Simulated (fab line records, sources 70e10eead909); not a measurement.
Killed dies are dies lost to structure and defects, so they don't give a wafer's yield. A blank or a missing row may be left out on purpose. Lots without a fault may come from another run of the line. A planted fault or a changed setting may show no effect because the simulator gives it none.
fab line records | flow nand_harc
record lots=6 wafers=18 last_day=33
route steps=1302 shown A_CHANNEL_HOLE_D2@603 A_CHANNEL_FILL_D2@610 END@1302
lots that met no fault: from a run of the same line without faults
start_h: hours from the record's first day to the start of the lot's first wafer shown | wait_h: hours since the lot's step before | " the same as in the row above | L1.1+2: a row that stands for several wafers | - no value, or no start given | * or withheld: withheld | < > ~ a bound
route shown NAME@n: a module of which the file shows steps, and the number in the route of the first | usual: mean/standard deviation of fault-free wafers | same: alike in all rows | chamber/n: place in a boat | sites: the reading at each site | _std_site: their standard deviation | _edge_site: outer sites' mean less inner sites' | radius_mm: how far each site lies from the wafer's centre | mask NAME#n: copy n | behind: the tool/chamber that last shaped the wafer | hold: why the lot was held/for how many hours/how that ended | device: the transistor (n, p or np) that didn't switch | end of line: the same wafers' tests at the end of the route | a step without rows: its recipe alone | killed: dies lost to structure and defects at the first sort, not the wafer's yield | map: a wafer's dies, x killed, . not, _ none there
set.NAME: the setting as run; set.NAME@STEP: as run at that earlier step | model.NAME: the simulator's own value behind a step, which no gauge read
lots at some steps of the route; a table a step, a row a wafer
services: from which hour (start_h, from the record's first day; less than 0 if before it) a tool's chamber was out of use, for how many hours, and why
## steps
# step NHARC_A_CHANNEL_HOLE_D2_ETCH_44
# recipe target_depth_a=1400 overetch_a=140 time_s=77 ion_energy_ev=100 cf4_flow_sccm=80 o2_flow_sccm=20 ar_flow_sccm=0 rf_w=300 bias_w=100 chemistry=CF4/O2
# usual drypump_motor_current_A=5.8/0.61 oes_o_777_au=0.999/0.005 oes_product_au=1.001/0.0092 rf_vpp_V=197.8/1.4 showerhead_plenum_p_Torr=1.34/0.047 throttle_valve_pct=13.398/0.0095
# columns lot.wafer tool chamber start_h wait_h drypump_motor_current_A oes_o_777_au oes_product_au rf_hours_counter_h rf_vpp_V showerhead_plenum_p_Torr throttle_valve_pct
L737.3 rie_diel-06 2 304.92 0.0 6.2 0.999 1.006 11.0 194.9 1.27 13.404
L737.1 " 3 " " 4.8 0.995 0.991 11.0 198.4 1.38 13.394
L737.2 " 0 " " 6.3 0.996 0.993 8.6 198.9 1.40 13.400
L740.4 rie_diel-09 0 344.00 0.1 6.5 0.999 1.017 1.1 196.6 1.30 13.387
L740.1 " 1 " " 6.1 0.991 1.011 0.8 199.2 1.35 13.392
L740.2 " 2 " " 6.5 1.008 1.005 0.8 199.5 1.35 13.395
L751.3 rie_diel-06 3 449.07 0.0 4.8 0.992 0.988 7.0 198.5 1.38 13.391
L751.5 " 3 " " 4.8 0.994 0.991 - 197.4 1.38 13.403
L751.6 " 0 " " 6.2 1.001 0.999 - 201.1 1.40 13.403
L752.4 rie_diel-11 1 463.29 0.1 4.8 1.003 0.994 1.1 198.8 1.41 13.411
L752.2 " 3 " " 5.7 1.004 1.006 1.0 196.1 1.26 13.393
L752.1 " 0 " " 5.7 1.002 1.012 1.2 198.5 1.42 13.390
L754.4 rie_diel-09 2 484.83 0.1 6.4 1.007 0.996 6.6 198.6 1.34 13.421
L754.5 " 2 " " 6.4 0.989 1.003 - 197.4 1.34 13.398
L754.6 " 3 " " 5.4 1.003 1.010 - 197.4 1.32 13.389
L758.4 rie_diel-09 2 531.88 0.1 6.4 0.997 0.984 0.9 200.2 1.34 13.411
L758.3 " 3 " " 5.4 0.998 1.017 1.6 197.1 1.32 13.385
L758.5 " 2 " " 6.4 0.995 0.980 - 198.9 1.34 13.409
# step NHARC_A_CHANNEL_HOLE_D2_STRIP_28
# recipe o2_flow_sccm=500 ar_flow_sccm=0 bias_w=0 chemistry=O2
# usual drypump_motor_current_A=5.8/0.6 oes_product_au=1.000/0.0097 rf_vpp_V=57.8/0.93 showerhead_plenum_p_Torr=3.53/0.12 throttle_valve_pct=17.036/0.0082
# columns lot.wafer tool chamber start_h wait_h drypump_motor_current_A oes_product_au rf_hours_counter_h rf_vpp_V showerhead_plenum_p_Torr throttle_valve_pct
L737.1 rie_diel-06 0 - - 6.3 1.001 8.7 57.7 3.69 17.033
L737.3 " 2 " " 6.2 1.001 11.1 56.2 3.36 17.039
L737.2 " 3 " " 4.9 0.999 11.0 57.8 3.64 17.045
L740.2 rie_diel-09 2 - - 6.4 0.992 0.8 57.0 3.56 17.043
L740.4 " 3 " " 5.5 0.996 1.2 57.4 3.50 17.044
L740.1 " 0 " " 6.5 0.993 1.2 57.7 3.43 17.035
L751.3 rie_diel-06 1 - - 4.9 0.996 8.0 57.7 3.54 17.012
L751.6 " 2 " " 6.2 1.015 - 57.9 3.36 17.038
L751.5 " 3 " " 4.8 0.987 - 58.0 3.64 17.015
L752.1 rie_diel-11 1 - - 4.8 0.996 1.2 59.3 3.72 17.026
L752.2 " 3 " " 5.7 1.003 1.1 56.4 3.34 17.014
L752.4 " 0 " " 5.7 1.014 1.2 58.1 3.73 17.038
L754.4 rie_diel-09 1 - - 6.1 1.007 6.6 57.9 3.56 17.045
L754.6 " 2 " " 6.4 0.992 - 57.5 3.55 17.044
L754.5 " 3 " " 5.5 1.007 - 57.5 3.50 17.051
L758.3 rie_diel-09 0 - - 6.5 0.996 1.4 56.2 3.42 17.047
L758.4 " 1 " " 6.1 1.005 1.5 59.7 3.56 17.038
L758.5 " 0 " " 6.5 0.999 - 58.1 3.42 17.027
# step NHARC_A_CHANNEL_HOLE_D2_PRECLEAN_29
# recipe time_s=* temp_c=50 bath_age_min=0 chemistry=SC1
# step NHARC_A_CHANNEL_HOLE_D2_SRD_30
# step NHARC_A_CHANNEL_HOLE_D2_CD_MEAS_31
# usual cd_nm=89.8/1.3
# columns lot.wafer tool chamber start_h wait_h cd_nm
L737.1 cd_sem-03 - 305.72 - 88.4
L737.2 " - " " 90.1
L737.3 " - " " 89.8
L740.1 cd_sem-01 - 344.78 - 88.2
L740.2 " - " " 90.8
L740.4 " - " " 87.5
L751.3 cd_sem-01 - 449.87 - 89.6
L751.5 " - " " 90.6
L751.6 " - " " 88.0
L752.1 cd_sem-03 - 464.09 - 88.6
L752.2 " - " " 90.4
L752.4 " - " " 89.9
L754.4 cd_sem-01 - 485.63 - 91.9
L754.5 " - " " 88.5
L754.6 " - " " 89.6
L758.3 cd_sem-02 - 532.68 - 90.1
L758.4 " - " " 91.9
L758.5 " - " " 91.5
# step NHARC_A_CHANNEL_HOLE_D2_XSEM_32
# recipe landing_energy_ev=35000
# step NHARC_A_CHANNEL_HOLE_D2_INSPECT_40
# usual raw_defect_count=278/85
# columns lot.wafer tool chamber start_h wait_h raw_defect_count
L737.1 defect_inspect-02 - 305.91 - 360
L737.2 " - " " 315
L737.3 " - " " 352
L740.1 defect_inspect-02 - 344.97 - 378
L740.2 " - " " 391
L740.4 " - " " 457
L751.3 defect_inspect-02 - 450.05 - 203
L751.5 " - " " 281
L751.6 " - " " 207
L752.1 defect_inspect-01 - 464.28 - 300
L752.2 " - " " 414
L752.4 " - " " 257
L754.4 defect_inspect-02 - 485.81 - 336
L754.5 " - " " 434
L754.6 " - " " 188
L758.3 defect_inspect-02 - 532.87 - 363
L758.4 " - " " 287
L758.5 " - " " 356
# step NHARC_A_CHANNEL_FILL_D2_PRECLEAN_00
# recipe time_s=* temp_c=50 bath_age_min=0 chemistry=SC1
# step NHARC_A_CHANNEL_FILL_D2_SRD_01
# step NHARC_A_CHANNEL_FILL_D2_ALD_02
# recipe target_thk_a=60 pulse_time_s=10 ald_cycles=60 temp_c=300 material=SiO2
# usual ald_cycles=60/0 heater_power_w=480/45 precursor_pulse_height_rel=0.998/0.021
# columns lot.wafer tool chamber start_h wait_h ald_cycles heater_power_w precursor_pulse_height_rel
L737.1 ald_hk-04 3 306.11 - 60 483 0.982
L737.3 " 0 " " 60 401 0.999
L737.2 " 1 " " 60 465 0.965
L740.2 ald_hk-04 2 345.37 - 60 514 0.993
L740.4 " 3 " " 60 491 1.015
L740.1 " 0 " " 60 404 0.975
L751.3 ald_hk-03 2 450.39 - 60 520 1.005
L751.5 " 0 " " 60 496 0.975
L751.6 " 1 " " 60 460 0.987
L752.2 ald_hk-03 2 464.47 - 60 532 0.980
L752.4 " 3 " " 60 443 1.038
L752.1 " 0 " " 60 492 1.013
L754.4 ald_hk-04 2 486.08 - 60 488 1.009
L754.6 " 1 " " 60 474 0.988
L754.5 " 2 " " 60 480 0.993
L758.4 ald_hk-03 3 533.06 - 60 451 0.989
L758.3 " 1 " " 60 456 1.006
L758.5 " 0 " " 60 494 0.955
# step NHARC_A_CHANNEL_FILL_D2_ALD_03
# recipe target_thk_a=60 pulse_time_s=60 ald_cycles=58 temp_c=630 pressure_torr=2 material=SiNx
# usual ald_cycles=58/0 precursor_pulse_height_rel=0.999/0.022
# columns lot.wafer tool chamber start_h wait_h ald_cycles precursor_pulse_height_rel
L737.1 ald_sin_batch-02 0 - - 58 1.007
L737.2 " 0 " " 58 1.007
L737.3 " 0 " " 58 1.015
L740.1 ald_sin_batch-02 0 - - 58 1.011
L740.2 " 0 " " 58 0.970
L740.4 " 0 " " 58 1.024
L751.3 ald_sin_batch-02 0 - - 58 1.002
L751.5 " 0 " " 58 0.993
L751.6 " 0 " " 58 0.985
L752.1 ald_sin_batch-01 0 - - 58 0.984
L752.2 " 0 " " 58 1.013
L752.4 " 0 " " 58 1.007
L754.4 ald_sin_batch-02 0 - - 58 0.977
L754.5 " 0 " " 58 0.991
L754.6 " 0 " " 58 1.025
L758.3 ald_sin_batch-01 0 - - 58 1.024
L758.4 " 0 " " 58 0.996
L758.5 " 0 " " 58 1.005
# step NHARC_A_CHANNEL_FILL_D2_ALD_14
# recipe target_thk_a=25 pulse_time_s=10 ald_cycles=25 temp_c=300 material=SiO2
# step NHARC_A_CHANNEL_FILL_D2_ALD_15
# recipe target_thk_a=20 pulse_time_s=60 ald_cycles=19 temp_c=630 pressure_torr=2 material=SiNx
# usual ald_cycles=19/0 precursor_pulse_height_rel=1.000/0.019
# columns lot.wafer tool chamber start_h wait_h ald_cycles precursor_pulse_height_rel
L737.1 ald_sin_batch-01 0 316.28 - 19 1.015
L737.2 " 0 " " 19 1.042
L737.3 " 0 " " 19 0.995
L740.1 ald_sin_batch-03 0 355.51 - 19 0.989
L740.2 " 0 " " 19 1.019
L740.4 " 0 " " 19 0.996
L751.3 ald_sin_batch-02 0 460.41 - 19 1.019
L751.5 " 0 " " 19 0.968
L751.6 " 0 " " 19 1.006
L752.1 ald_sin_batch-01 0 474.56 - 21 1.001
L752.2 " 0 " " 21 0.994
L752.4 " 0 " " 21 0.981
L754.4 ald_sin_batch-01 0 496.72 - 21 0.967
L754.5 " 0 " " 21 1.003
L754.6 " 0 " " 21 1.000
L758.3 ald_sin_batch-02 0 543.15 - 19 0.985
L758.4 " 0 " " 19 1.004
L758.5 " 0 " " 19 0.995
# step NHARC_A_CHANNEL_FILL_D2_ALD_16
# recipe target_thk_a=15 pulse_time_s=10 ald_cycles=15 temp_c=300 material=SiO2
# usual ald_cycles=15/0 heater_power_w=482/51 precursor_pulse_height_rel=1.000/0.019
# columns lot.wafer tool chamber start_h wait_h ald_cycles heater_power_w precursor_pulse_height_rel
L737.1 ald_hk-02 3 318.32 0.0 15 528 0.992
L737.3 " 1 " " 15 483 0.991
L737.2 " 2 " " 15 576 1.012
L740.2 ald_hk-04 1 357.59 0.0 15 473 0.984
L740.4 " 2 " " 15 518 0.939
L740.1 " 3 " " 15 479 0.994
L751.3 ald_hk-02 0 462.49 0.1 15 407 1.001
L751.6 " 2 " " 15 559 1.009
L751.5 " 3 " " 15 505 0.972
L752.1 ald_hk-04 2 476.62 0.0 15 474 1.008
L752.2 " 3 " " 15 489 1.000
L752.4 " 0 " " 15 408 1.032
L754.4 ald_hk-04 2 498.82 0.1 15 470 0.998
L754.6 " 0 " " 15 412 1.045
L754.5 " 1 " " 15 480 1.046
L758.4 ald_hk-04 1 545.26 0.1 15 480 1.004
L758.3 " 2 " " 15 476 1.018
L758.5 " 3 " " 15 504 0.992
# step NHARC_END_SORT_01
# recipe temp_c=25
# usual killed_at_array=57/17 killed_at_other=0.5/0.82 killed_at_periphery=4.0/2.8 killed_dies=61/18 killed_open=2.9/2 killed_short=2.3/1.7
# same gross_dies=677
# columns lot.wafer tool chamber start_h wait_h killed_at_array killed_at_other killed_at_periphery killed_dies killed_open killed_short
L740.1 prober-02 0 606.86 2.5 65 2 6 73 2 5
L740.2 prober-02 0 607.68 2.8 43 0 1 44 7 4
L740.4 prober-02 0 609.30 3.4 40 3 2 45 3 2
# killed by level:class
L740.1 A_CHANNEL_HOLE_D2:chamber_film_flake=28 A_CHANNEL_HOLE_D1:chamber_film_flake=24 A_CONTACT:chamber_film_flake=4 P_STI:chamber_film_flake=2 A_CHANNEL_FILL_D2:chamber_film_flake=2 A_SLIT:chamber_film_flake=2 THIN_TSV:chamber_film_flake=2 P_GATE:geometric_particle:open=1
L740.2 A_CHANNEL_HOLE_D1:chamber_film_flake=14 A_CHANNEL_HOLE_D2:chamber_film_flake=12 A_ONON_D1:geometric_particle:open=2 A_STAIRCASE:chamber_film_flake=2 A_SLIT:chamber_film_flake=2 A_WL_FILL:chamber_film_flake=2 P_STI:geometric_particle:open=1 A_CHANNEL_HOLE_D1:geometric_particle:open=1
L740.4 A_CHANNEL_HOLE_D1:chamber_film_flake=17 A_CHANNEL_HOLE_D2:chamber_film_flake=11 THIN_TSV:chamber_film_flake=3 A_WL_FILL:geometric_particle:short=2 A_WL_FILL:chamber_film_flake=2 A_CONTACT:chamber_film_flake=2 A_CHANNEL_FILL_D1:geometric_particle:open=1 A_DECK1_JOINT:geometric_particle:open=1
## services
# columns tool chamber start_h hours kind
ald_sin_batch-02 - 280.97 2.2 repair
rie_diel-09 3 302.88 4.0 repair
rie_diel-06 - 307.20 9.0 pm
rie_diel-11 - 308.19 0.2 repair
ald_hk-03 - 309.42 1.3 repair
rie_diel-09 - 320.10 9.0 pm
rie_diel-11 1 327.54 19.9 repair
ald_hk-02 - 348.47 10.0 pm
rie_diel-09 2 376.29 6.3 repair
rie_diel-09 0 380.55 5.1 repair
rie_diel-06 1 388.48 7.5 repair
rie_diel-09 - 389.95 12.7 repair
rie_diel-11 2 394.70 2.8 repair
rie_diel-06 2 405.22 15.9 repair
rie_diel-11 0 420.12 22.7 repair
rie_diel-09 2 447.16 8.6 repair
rie_diel-06 1 468.04 6.4 repair
ald_sin_batch-02 - 473.50 6.5 repair
ald_hk-04 - 474.15 0.9 repair
rie_diel-06 - 484.25 9.0 pm
rie_diel-09 - 497.13 9.0 pm
ald_sin_batch-01 - 506.00 26.0 pm
rie_diel-06 0 521.90 2.6 repair
rie_diel-09 0 535.80 127.6 repair
## key
first_sign step=NHARC_A_CHANNEL_FILL_D2_ALD_15 reading=ald_cycles direction=up sigmas=99+ usual=19 struck=21
effect none on later readings
met_at NHARC_A_CHANNEL_FILL_D2_ALD_15
struck_wafers L752.1,L752.2,L752.4,L754.4,L754.5,L754.6
tester_left_out L752,L754
onset_between 316.28 474.56
fault kind=process_parameter_drift tool=ald_sin_batch-01 chamber=- onset_h=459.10 steps=NHARC_A_CHANNEL_FILL_D2_ALD_15 channel=ald_cycles offset=2 shape=step end_h=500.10 acts_in=these_recipes_only stated=19
# tester_left_out: of these lots the tester's yield and bins aren't shown, on N5 and GAA mostly nor the transistor test; their killed dies are dies lost to structure and defects alone, not to doping, threshold or leakage, so they don't give the yield
